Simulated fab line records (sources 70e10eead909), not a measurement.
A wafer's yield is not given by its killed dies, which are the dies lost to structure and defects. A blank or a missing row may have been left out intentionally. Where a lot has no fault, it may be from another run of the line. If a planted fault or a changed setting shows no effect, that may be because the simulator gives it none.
Which tool is to blame? -- flow nandHarc -- 11 lots, 33 wafers sampled, at 3 steps of a route of 1159

== WHAT EACH GAUGE READ, for each wafer ==
NHARC_P_ZERO_WELL_CD_MEAS_24 targets a cd of 720 nm.
lot,measured,on,cdNm (nm)
L755,day 1 14:37,cdSem-03,720.1 720.5 721.0
L756,day 1 20:20,cdSem-03,720.7 718.9 721.0
L757,day 2 02:37,cdSem-01,721.2 721.4 721.1
L758,day 2 08:35,cdSem-01,721.0 719.5 722.3
L759,day 2 14:36,cdSem-01,680.0 682.7 681.1
L767,day 4 14:28,cdSem-02,722.3 721.4 719.5
L769,day 5 02:24,cdSem-01,720.3 720.3 718.7
L770,day 5 08:35,cdSem-03,718.7 717.4 721.4
L772,day 5 20:45,cdSem-03,720.4 721.8 718.6
L775,day 6 14:35,cdSem-02,719.0 720.6 720.2
L776,day 6 20:36,cdSem-01,722.7 723.5 722.7

== WHAT TOOL EACH LOT RAN ON (gives the tool, then ch and the chambers of the sampled wafers, and finally the start) ==
lot,NHARC_P_ZERO_WELL_ETCH_63,NHARC_P_ZERO_WELL_EXPOSE_21
L755,"rieSi-03 ch 1,2,3, day 1 13:41","krfScanner-02 ch 0, day 1 14:28"
L756,"rieSi-03 ch 0,3, day 1 19:32","krfScanner-02 ch 0, day 1 20:11"
L757,"rieSi-03 ch 0,1,2, day 2 01:40","krfScanner-03 ch 0, day 2 02:28"
L758,"rieSi-03 ch 0,1,3, day 2 07:40","krfScanner-01 ch 0, day 2 08:26"
L759,"rieSi-06 ch 0,1,2, day 2 13:41","krfScanner-03 ch 0, day 2 14:26"
L767,"rieSi-02 ch 0,3, day 4 13:32","krfScanner-02 ch 0, day 4 14:19"
L769,"rieSi-06 ch 0,1, day 5 01:32","krfScanner-02 ch 0, day 5 02:14"
L770,"rieSi-06 ch 0,2,3, day 5 07:38","krfScanner-03 ch 0, day 5 08:26"
L772,"rieSi-02 ch 0,1,2, day 5 19:50","krfScanner-03 ch 0, day 5 20:36"
L775,"rieSi-06 ch 1,2,3, day 6 13:40","krfScanner-03 ch 0, day 6 14:26"
L776,"rieSi-03 ch 1,2,3, day 6 19:40","krfScanner-02 ch 0, day 6 20:27"
- NHARC_P_ZERO_WELL_ETCH_63: etches the open film in HBr/Cl2, target depth 120 nm, time 40.1 s.
- NHARC_P_ZERO_WELL_EXPOSE_21: exposes mask P NWELL, target cd 720 nm.

== THE ANSWER, worked out from the rows above alone ==
Rule: usual is defined by the lots themselves. The widest of any qualifying gaps counts: lots, ordered by their means at a reading, are off when they make up no more than a third of the lots, leave a main group of 4 or more, and stand apart from it by 3 or more times the standard deviation of that group's means. A main group is skipped when, at the precision printed for the reading in the tables above, its means are all equal. Also off: a lot with no number at a reading for which 4 or more lots have one. Where the step has rows for the other lots, those lots are counted as sound.
Off: L759, at NHARC_P_ZERO_WELL_CD_MEAS_24 (cdNm). Main group: mean 720.6 nm, sd 0.99.
A tool fits if, at a process step before that reading, it ran every lot that is off, and no sound lot after the first of them. Gauges at NHARC_P_ZERO_WELL_CD_MEAS_24: tried the same way as those tools. None of those tried fits.

== WHAT THE SIMULATOR HAD PUT IN ==
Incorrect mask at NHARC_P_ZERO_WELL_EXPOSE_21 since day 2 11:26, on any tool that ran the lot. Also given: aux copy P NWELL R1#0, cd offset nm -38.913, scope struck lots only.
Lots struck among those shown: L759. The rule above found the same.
